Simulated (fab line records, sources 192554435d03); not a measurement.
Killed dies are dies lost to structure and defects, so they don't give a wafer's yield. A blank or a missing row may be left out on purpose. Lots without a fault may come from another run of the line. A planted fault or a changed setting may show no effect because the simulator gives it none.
A struck lot beside a sound one | flow n5_finfet | 37 steps out of a route of 1938
Sound: wafers L397.3, L397.5, L397.6. Struck: wafers L386.2, L386.4, L386.6. The cause comes at the end.
At each step with rows: each side's tool, then ch and its chambers, then its first start. Under that, the readings that differ: sound wafers | struck wafers | difference of the means | sigmas: that difference in standard deviations of wafers without a fault.
alike: readings whose means differ by less than 2 such deviations, and words and numbers that are the same on both sides. not compared: withheld readings, readings that some wafer has no value for, bounds like >300 that may hide the same value, and numbers for which the record gives no deviation and whose values overlap.
The two part at a step that has a row with sigmas, a row that says differs or no value, or rows on one side only. Numbers that don't overlap but have no deviation are shown without sigmas and don't part them. A reading that every wafer of one side lacks parts them only if that side has two wafers or more.

first, 9 steps without rows for these wafers: N5_WELL_APT_SOFTBAKE_20 (time 60 s); N5_WELL_APT_EXPOSE_22 (exposes mask PWELL, defocus 0 nm, target cd 200 nm); N5_WELL_APT_PEB_23 (peb time 90 s); N5_WELL_APT_DEVELOP_24 (develop time 45 s); N5_WELL_APT_HARDBAKE_29 (time 120 s); N5_WELL_APT_DESCUM_30 (chemistry O2, time 7.9 s); N5_WELL_APT_IMPLANT_31; N5_WELL_APT_IMPLANT_32; N5_WELL_APT_STRIP_33 (strips in SPM, time 900 s).
N5_WELL_APT_RTA_34: time 10 s.
  sound on rtp_anneal-01 ch 0, day 7 09:52; struck on rtp_anneal-02, day 4 15:48
  no value came back on the struck wafers for anneal_temp_c_max, lamp_power_pct (%), lamp_zone_5_pct (%), wafer_temp_C_max; on the sound wafers anneal_temp_c_max reads 1003.5 1002.4 1002.5
then, 25 steps without rows for these wafers: N5_WELL_APT_OXIDE_STRIP_42 (strips SiO2 in dHF, time 45 s, target depth 12 nm); N5_WELL_APT_PRECLEAN_36 (cleans in O3/DIW, time 45 s); N5_WELL_APT_PRECLEAN_39 (cleans in dHF, time 60 s); N5_WELL_APT_SRD_37 (time 30 s); N5_WELL_APT_EPI_41 (deposits Si from SiH4/H2, target thk 50 nm, time 297.7 s); N5_PMOS_HMC_CHANNEL_EPI_HM_DEP_34 (deposits SiO2 from TEOS/O2, target thk 36 nm, time 6.9 s); N5_PMOS_HMC_CHANNEL_EPI_COAT_31 (time 60 s, resist thk 66 nm); N5_PMOS_HMC_CHANNEL_EPI_COAT_03 (resist thk 205 nm); N5_PMOS_HMC_CHANNEL_EPI_EBR_05; N5_PMOS_HMC_CHANNEL_EPI_SOFTBAKE_04 (time 60 s); N5_PMOS_HMC_CHANNEL_EPI_EXPOSE_06 (exposes mask PMOS HMC BLK, target cd 240 nm); N5_PMOS_HMC_CHANNEL_EPI_PEB_07 (peb time 60 s); N5_PMOS_HMC_CHANNEL_EPI_DEVELOP_08 (develop time 30 s); N5_PMOS_HMC_CHANNEL_EPI_DESCUM_14 (chemistry O2, time 7.9 s); N5_PMOS_HMC_CHANNEL_EPI_ETCH_32 (etches BARC in N2/H2, stops on SiO2, target depth 85.8 nm, time 50.3 s); N5_PMOS_HMC_CHANNEL_EPI_HM_OPEN_15 (chemistry CHF3/O2, target SiO2, target depth 40.6 nm, time 20.3 s); N5_PMOS_HMC_CHANNEL_EPI_STRIP_33 (strips in N2/H2); N5_PMOS_HMC_CHANNEL_EPI_STRIP_17 (strips in SPM, time 750 s); N5_PMOS_HMC_CHANNEL_EPI_ETCH_38 (etches SiO2 in CF4, target depth 1.5 nm); N5_PMOS_HMC_CHANNEL_EPI_FIN_RECESS_16 (chemistry HBr/Cl2, target Si, target depth 54 nm, time 18 s); N5_PMOS_HMC_CHANNEL_EPI_PRECLEAN_36 (cleans in O3/DIW, time 45 s); N5_PMOS_HMC_CHANNEL_EPI_PRECLEAN_18 (cleans in DHF, time 30 s); N5_PMOS_HMC_CHANNEL_EPI_SRD_19 (time 30 s); N5_PMOS_HMC_CHANNEL_EPI_EPI_20 (deposits SiGe30, target thk 59 nm); N5_PMOS_HMC_CHANNEL_EPI_HM_STRIP_35 (strips SiO2 in dHF, material SiO2, target depth 39.6 nm, time 216 s).
-- the record jumps here: 7 days lie between the struck wafers' starts before and after (it left off in module PMOS_HMC_CHANNEL_EPI and takes up again in module BEOL_M4, whose first step shown is number 1111 of the route) --
N5_BEOL_M4_RC_MEAS_101:
  sound on prober-02 ch 0, day 14 10:34; struck on prober-01 ch 0, day 11 12:42
  reading             | sound                      | struck                     | difference | sigmas
  CJ_N                | 4.26 4.31 4.26             | 3.21 3.22 3.24             | -1.05      | -13
  CJ_P                | 5.93 5.76 6.04             | 4.83 4.83 4.86             | -1.07      | -7
  IOFF_N_LONG (nA/um) | 5.42e-05 5.42e-05 5.44e-05 | 7.31e-05 7.37e-05 7.32e-05 | +1.91e-05  | +10
  IOFF_P_LONG (nA/um) | 0.000103 9.9e-05 0.000103  | 0.000142 0.00014 0.00014   | +0.000039  | +5
  ION_N (uA/um)       | 673 675 671                | 594 616 616                | -64        | -6
  ION_P (uA/um)       | 460 462 456                | 439 449 441                | -16        | -2
  RS_NWELL (ohm/sq)   | 1041 1033 1040             | 998 996 996                | -41        | -7
  RS_PWELL (ohm/sq)   | 3057 3014 3023             | 2524 2543 2528             | -500       | -24
  SS_N (mV/dec)       | 71.0 71.3 71.5             | 75.9 72.1 74.9             | +3.0       | +5
  VT_N (mV)           | 249.8 251.5 248.1          | 264.1 258.9 258.7          | +10.8      | +4
  VT_N_LONG (mV)      | 274.3 275.5 275.1          | 297.8 296.8 299.8          | +23.2      | +12
  VT_N_LVT (mV)       | 100 99 98                  | 112 108 110                | +11        | +4
  alike: DIBL_N, DIBL_P, IOFF_N, IOFF_P, SS_P, VT_P
-- the record jumps here: 5 days lie between the struck wafers' starts before and after (it left off in module BEOL_M4 and takes up again in module PASSIVATION, whose first step shown is number 1936 of the route) --
N5_PASSIVATION_PROBE_49:
  the record has rows for the struck wafers here (prober-02, day 16 04:32) and none for the sound ones

WHERE THEY PART
First at N5_WELL_APT_RTA_34; last, within this record, at N5_PASSIVATION_PROBE_49.

WHY: what the simulator had put in
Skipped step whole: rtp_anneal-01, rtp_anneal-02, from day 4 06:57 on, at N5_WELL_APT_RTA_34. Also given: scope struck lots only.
